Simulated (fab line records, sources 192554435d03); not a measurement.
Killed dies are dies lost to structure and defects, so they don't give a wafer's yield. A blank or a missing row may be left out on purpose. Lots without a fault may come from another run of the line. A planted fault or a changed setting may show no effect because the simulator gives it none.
Split-lot experiment | flow n5_finfet | 7 lots, 39 wafers read, on a route of 1938 steps

THE SPLIT
At N5_DUMMY_GATE_ETCH_31 (etches SiO2 in C4F6/O2, target depth 82.5 nm, time 27.5 s), the setting target_depth_a was moved away from the recipe's 825 angstrom on 15 of the 39 wafers read, by -11.7% to +9.4%. The other wafers ran this setting at the recipe's value.

The reading is taken at the split's own step.

THE READING
SOC_of_DUMMY_GATE_COAT_34.thk_nm (the simulator's own value, which no gauge read), in nm, at N5_DUMMY_GATE_ETCH_31 (etches SiO2 in C4F6/O2, target depth 82.5 nm, time 27.5 s). The file gives no usual value for it. The 24 wafers here that ran the recipe average 51.7 nm, standard deviation 0.19 nm.

wafer  | tool, chamber at the split | target_depth_a as run, angstrom | against the recipe | SOC_of_DUMMY_GATE_COAT_34.thk_nm, nm | against lot-mates on the recipe
L080.1 | rie_diel-01, 0             | 749.8                           | -9.1%              | 53                                   | +1.0
L080.2 | rie_diel-01, 3             | 749.8                           | -9.1%              | 52.8                                 | +0.8
L080.3 | rie_diel-01, 1             | 825                             | recipe             | 52                                   | -
L080.4 | rie_diel-01, 2             | 825                             | recipe             | 52                                   | -
L080.5 | rie_diel-01, 3             | 749.8                           | -9.1%              | 52.6                                 | +0.6
L080.6 | rie_diel-01, 2             | 825                             | recipe             | 52                                   | -
L084.1 | rie_diel-05, 3             | 902.4                           | +9.4%              | 51.2                                 | -0.6
L084.2 | rie_diel-05, 0             | 825                             | recipe             | 51.8                                 | -
L084.3 | rie_diel-05, 2             | 825                             | recipe             | 51.8                                 | -
L084.4 | rie_diel-05, 1             | 902.4                           | +9.4%              | 51.2                                 | -0.6
L084.5 | rie_diel-05, 1             | 825                             | recipe             | 51.8                                 | -
L084.6 | rie_diel-05, 0             | 902.4                           | +9.4%              | 50.6                                 | -1.2
L085.1 | rie_diel-05, 3             | 825                             | recipe             | 51.6                                 | -
L085.2 | rie_diel-05, 0             | 825                             | recipe             | 51.4                                 | -
L085.3 | rie_diel-05, 2             | 825                             | recipe             | 51.6                                 | -
L085.4 | rie_diel-05, 1             | 893.6                           | +8.3%              | 51                                   | -0.5
L085.5 | rie_diel-05, 1             | 893.6                           | +8.3%              | 51.2                                 | -0.3
L085.6 | rie_diel-05, 0             | 893.6                           | +8.3%              | 50.8                                 | -0.7
L089.1 | rie_diel-02, 2             | 728.6                           | -11.7%             | 52.8                                 | +1.2
L089.2 | rie_diel-02, 0             | 825                             | recipe             | 51.6                                 | -
L089.3 | rie_diel-02, 1             | 825                             | recipe             | 51.4                                 | -
L089.4 | rie_diel-02, 3             | 728.6                           | -11.7%             | 52.8                                 | +1.2
L089.5 | rie_diel-02, 2             | 825                             | recipe             | 51.8                                 | -
L089.6 | rie_diel-02, 3             | 728.6                           | -11.7%             | 52.6                                 | +1.0
L090.1 | rie_diel-02, 3             | 750.1                           | -9.1%              | 52.6                                 | +0.7
L090.2 | rie_diel-02, 0             | 825                             | recipe             | 51.8                                 | -
L090.3 | rie_diel-02, 1             | 825                             | recipe             | 51.8                                 | -
L090.4 | rie_diel-02, 3             | 825                             | recipe             | 52                                   | -
L090.5 | rie_diel-02, 1             | 750.1                           | -9.1%              | 52.4                                 | +0.5
L090.6 | rie_diel-02, 0             | 750.1                           | -9.1%              | 52.8                                 | +0.9
L092.1 | rie_diel-02, 1             | 825                             | recipe             | 51.6                                 | -
L092.3 | rie_diel-02, 0             | 825                             | recipe             | 51.6                                 | -
L092.6 | rie_diel-02, 0             | 825                             | recipe             | 51.8                                 | -
L095.1 | rie_diel-02, 0             | 825                             | recipe             | 51.8                                 | -
L095.2 | rie_diel-02, 2             | 825                             | recipe             | 51.4                                 | -
L095.3 | rie_diel-02, 3             | 825                             | recipe             | 51.6                                 | -
L095.4 | rie_diel-02, 1             | 825                             | recipe             | 51.6                                 | -
L095.5 | rie_diel-02, 3             | 825                             | recipe             | 51.6                                 | -
L095.6 | rie_diel-02, 2             | 825                             | recipe             | 51.4                                 | -

THE FIT
A straight line over all 39 wafers: SOC_of_DUMMY_GATE_COAT_34.thk_nm changes by -0.0918 nm for each +1% of target_depth_a; r = -0.93; the points scatter about the line by 0.21 nm.
The same after taking each lot's own level away (the mean of its wafers on the recipe; 39 wafers): -0.0846 nm for each +1%; r = -0.96; scatter 0.16 nm.
On that fit, the largest move of target_depth_a shifts the reading by 0.99 nm.
The lots' own levels span 51.53 to 52.00 nm, that is 2.4 times the standard deviation above.
So the lot-to-lot level changes the slope little: the two slopes agree.
Check: with one of the wafers moved furthest among these (-11.7%) left out of the fit, the line predicts +0.988 nm for it against its lot-mates. It came out at +1.2 nm against them.

OTHER SPLITS ON THESE WAFERS
These wafers also went through other splits before the reading. Each is held against what the fit with the lots' levels taken away leaves over:
other split on the same wafers     | wafers away from the commonest value | r with SOC_of_DUMMY_GATE_COAT_34.thk_nm (lot level and that fit taken away)
N5_FIN_SAQP_HM_DEP_72 target_thk_a | 15                                   | -0.19
N5_FIN_SAQP_ETCH_64 bias_w         | 12                                   | -0.22

THE WHOLE CHAIN: every reading that the file lists as answering this split, in the file's order
step                  | what it does                                              | reading                                                                           | change (the file's fit)                | r (the file's)
N5_DUMMY_GATE_ETCH_31 | etches SiO2 in C4F6/O2, target depth 82.5 nm, time 27.5 s | etch.depth_nm (the simulator's own value, which no gauge read)                    | +0.826 nm for each +1% of the setting  | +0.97
N5_DUMMY_GATE_ETCH_31 | etches SiO2 in C4F6/O2, target depth 82.5 nm, time 27.5 s | SOC_of_DUMMY_GATE_COAT_34.thk_nm (the simulator's own value, which no gauge read) | -0.0852 nm for each +1% of the setting | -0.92

THE FILE'S OWN FIT
SOC_of_DUMMY_GATE_COAT_34.thk_nm changes by -0.0852 nm for each +1% of target_depth_a, r = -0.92.
